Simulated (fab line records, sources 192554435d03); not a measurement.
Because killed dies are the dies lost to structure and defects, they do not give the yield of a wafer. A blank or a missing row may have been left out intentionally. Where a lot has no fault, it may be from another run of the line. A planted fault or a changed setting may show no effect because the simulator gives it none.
A struck lot beside a sound one :: flow n5_finfet :: 20 out of 1938 route steps
Sound: the wafers L743.2, L743.4, L743.5. The struck wafers were L745.2, L745.4, L745.5. The cause comes at the end.
At each step with rows: each side's tool, then ch and its chambers, then its first start. Under that, the readings that differ: sound wafers :: struck wafers :: difference of the means :: sigmas: that difference in standard deviations of wafers without a fault.
alike: readings with means less than 2 such deviations apart, plus words and numbers identical on both sides. not compared: withheld readings, readings lacking a value on some wafer, bounds such as >300 that could conceal the same value, and numbers that have no deviation in the record and whose values overlap.
Wherever a step has rows on one side only, a row that says differs or no value, or a row with sigmas, the two part there. Numbers that have no deviation but don't overlap get no sigmas and don't part them. Lack of a reading on every wafer of one side parts them only where that side has two or more wafers.

first, 8 steps without rows for these wafers: N5_BEOL_M9_COAT_59 (time 60 s, resist thk 100 nm); N5_BEOL_M9_COAT_60 (time 60 s, resist thk 30 nm); N5_BEOL_M9_COAT_05 (resist thk 90 nm); N5_BEOL_M9_EBR_07; N5_BEOL_M9_SOFTBAKE_06 (time 60 s); N5_BEOL_M9_EXPOSE_08 (exposes mask M9); N5_BEOL_M9_PEB_09 (peb time 60 s); N5_BEOL_M9_DEVELOP_10 (develop time 30 s).
N5_BEOL_M9_CD_MEAS_11: the cd target is 64.1 nm.
  sound on cd_sem-01 ch 0, day 10 02:22; struck on cd_sem-02 ch 0, day 11 00:59
  alike: cd_nm
N5_BEOL_M9_OVL_MEAS_12:
  sound on overlay-01 ch 0, day 10 02:24; struck on overlay-01 ch 0, day 11 01:01
  alike: M9_OVL
N5_BEOL_M9_INSPECT_13: inspects for defects (brightfield).
  sound on defect_inspect-01, day 10 02:26; struck on defect_inspect-01, day 11 01:02
  alike: raw_defect_count
N5_BEOL_M9_DESCUM_16: chemistry O2, time 7.9 s.
  sound on rie_diel-04 ch 1,2, day 10 04:14; struck on rie_diel-01 ch 1,2,3, day 11 01:08
  alike: chamber_pressure_mTorr, drypump_motor_current_A, oes_product_au, rf_vpp_V, showerhead_plenum_p_Torr, throttle_valve_pct
  not compared: rf_hours_counter_h
N5_BEOL_M9_ETCH_61: etches SiARC in CF4, target depth 39 nm, time 65 s.
  sound on rie_diel-04 ch 1,2, day 10 04:16; struck on rie_diel-01 ch 1,2,3, day 11 01:10
  no value came back on the struck wafers for any of 9 readings (bias_w (W), cf4_flow_sccm (sccm) and others); on the sound wafers bias_w (W) reads 36.19 36.10 35.86
reading: model.CAR-ArF_of_BEOL_M9_COAT_05.thk_nm (nm)
sound: 55.4 55.6 55.6
struck: 83.6 83.6 83.4
difference: +28.0
sigmas: 
  not compared: rf_hours_counter_h
N5_BEOL_M9_ETCH_62: etches SOC in N2/H2, target depth 110 nm, overetch 22 nm, time 165 s.
  sound on rie_diel-04 ch 1,2, day 10 04:19; struck on rie_diel-01 ch 1,2,3, day 11 01:13
reading: oes_product_au (a.u.)
sound: 0.59 0.77 0.77
struck: 0.34 0.29 0.35
difference: -0.38
sigmas: -5
  alike: bias_w, chamber_pressure_mTorr, drypump_motor_current_A, rf_vpp_V, showerhead_plenum_p_Torr, throttle_valve_pct
  not compared: rf_hours_counter_h
then, 1 step without rows for these wafers: N5_BEOL_M9_STRIP_68 (strips in N2/H2).
N5_BEOL_M9_STRIP_67: strips in CF4.
  sound on rie_diel-04 ch 1,2, day 10 04:28; struck on rie_diel-01 ch 1,2,3, day 11 01:22
  alike: chamber_pressure_mTorr, drypump_motor_current_A, oes_product_au, rf_vpp_V, showerhead_plenum_p_Torr, throttle_valve_pct
  not compared: rf_hours_counter_h
N5_BEOL_M9_HM_OPEN_17: chemistry Cl2/BCl3, target TiN, target depth 20 nm, overetch 6 nm.
  sound on rie_metal-01 ch 0,1, day 10 04:31; struck on rie_metal-01 ch 0,1, day 11 01:24
reading: oes_product_au (a.u.)
sound: 0.79 0.64 0.64
struck: 0.34 0.27 0.34
difference: -0.37
sigmas: -5

reading: throttle_valve_pct (%)
sound: 22.01 22.04 22.04
struck: 22.65 22.67 22.66
difference: +0.63
sigmas: +5
  alike: chamber_pressure_mTorr, drypump_motor_current_A
  not compared: rf_hours_counter_h
N5_BEOL_M9_STRIP_19: strips in O2.
  sound on rie_diel-04 ch 0,1,2, day 10 04:44; struck on rie_diel-01 ch 1,3, day 11 01:40
  alike: chamber_pressure_mTorr, drypump_motor_current_A, oes_product_au, rf_vpp_V, showerhead_plenum_p_Torr, throttle_valve_pct
  not compared: rf_hours_counter_h
N5_BEOL_M9_CD_MEAS_18: pitch 140 nm, target cd 70 nm.
  sound on cd_sem-01, day 10 04:49; struck on cd_sem-02, day 11 01:44
reading: cd_nm (nm)
sound: 69.6 70.3 69.6
struck: - - -
difference: no value on the struck wafers
sigmas: 
then, 1 step without rows for these wafers: N5_BEOL_M9_COAT_63 (time 60 s, resist thk 60 nm).

## WHERE THEY PART
At N5_BEOL_M9_ETCH_61 first; at N5_BEOL_M9_CD_MEAS_18 last (within this record only).

WHY: whatever the simulator had introduced
Skipped step whole: rie_diel-01, from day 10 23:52 on, at N5_BEOL_M9_ETCH_61. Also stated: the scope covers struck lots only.
